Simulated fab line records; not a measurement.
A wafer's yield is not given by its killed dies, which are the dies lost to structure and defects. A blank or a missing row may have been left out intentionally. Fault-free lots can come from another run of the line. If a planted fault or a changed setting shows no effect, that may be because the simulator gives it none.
Which tool did it? || flow nand_harc || 18 wafers from 6 lots sampled at 2 of the route's 1302 steps

== WHAT THE GAUGES SHOWED, per wafer ==
NHARC_P_ZERO_WELL_CD_MEAS_24 targets a cd of 720 nm.
{"lot": "L667", "measured": "day 2 08:28", "on": "cd_sem-02", "cd_nm (nm)": "724.8 720.9 720.3"}
{"lot": "L670", "measured": "day 3 14:28", "on": "cd_sem-03", "cd_nm (nm)": "719.7 717.9 717.8"}
{"lot": "L672", "measured": "day 4 10:28", "on": "cd_sem-02", "cd_nm (nm)": "724.4 715.2 720.4"}
{"lot": "L675", "measured": "day 5 16:42", "on": "cd_sem-02", "cd_nm (nm)": "718.6 722.1 718.6"}
{"lot": "L686", "measured": "day 10 07:33", "on": "cd_sem-01", "cd_nm (nm)": "720.7 717.9 719.5"}
{"lot": "L689", "measured": "day 11 12:28", "on": "cd_sem-03", "cd_nm (nm)": "714.4 715.7 715.0"}

== WHAT TOOL EACH LOT RAN ON (gives the tool, then ch and the chambers of the sampled wafers, and finally the start) ==
{"lot": "L667", "NHARC_P_ZERO_WELL_EXPOSE_21": "krf_scanner-01 ch 0, day 2 08:18"}
{"lot": "L670", "NHARC_P_ZERO_WELL_EXPOSE_21": "krf_scanner-01 ch 0, day 3 14:19"}
{"lot": "L672", "NHARC_P_ZERO_WELL_EXPOSE_21": "krf_scanner-01 ch 0, day 4 10:19"}
{"lot": "L675", "NHARC_P_ZERO_WELL_EXPOSE_21": "krf_scanner-01 ch 0, day 5 16:33"}
{"lot": "L686", "NHARC_P_ZERO_WELL_EXPOSE_21": "krf_scanner-01 ch 0, day 10 07:23"}
{"lot": "L689", "NHARC_P_ZERO_WELL_EXPOSE_21": "krf_scanner-01 ch 0, day 11 12:19"}
- NHARC_P_ZERO_WELL_EXPOSE_21: exposes mask P NWELL, target cd 720 nm.

== THE ANSWER, worked out from the rows above alone ==
Rule: what is usual is taken from the lots themselves. Put in order of their means at a reading, lots are off if they are a third of the lots or fewer, leave a main group of 4 or more, and stand apart from it by a gap of 3 or more times the standard deviation of the main group's means; of several such gaps the widest counts. A main group is skipped when, at the precision printed for the reading in the tables above, its means are all equal. A lot without any number at a reading at which 4 lots or more have one is off too. Where the step has rows for the other lots, those lots are counted as sound.
No lot is off at any reading shown: from this, nothing can be told.

== WHAT THE SIMULATOR PUT IN ==
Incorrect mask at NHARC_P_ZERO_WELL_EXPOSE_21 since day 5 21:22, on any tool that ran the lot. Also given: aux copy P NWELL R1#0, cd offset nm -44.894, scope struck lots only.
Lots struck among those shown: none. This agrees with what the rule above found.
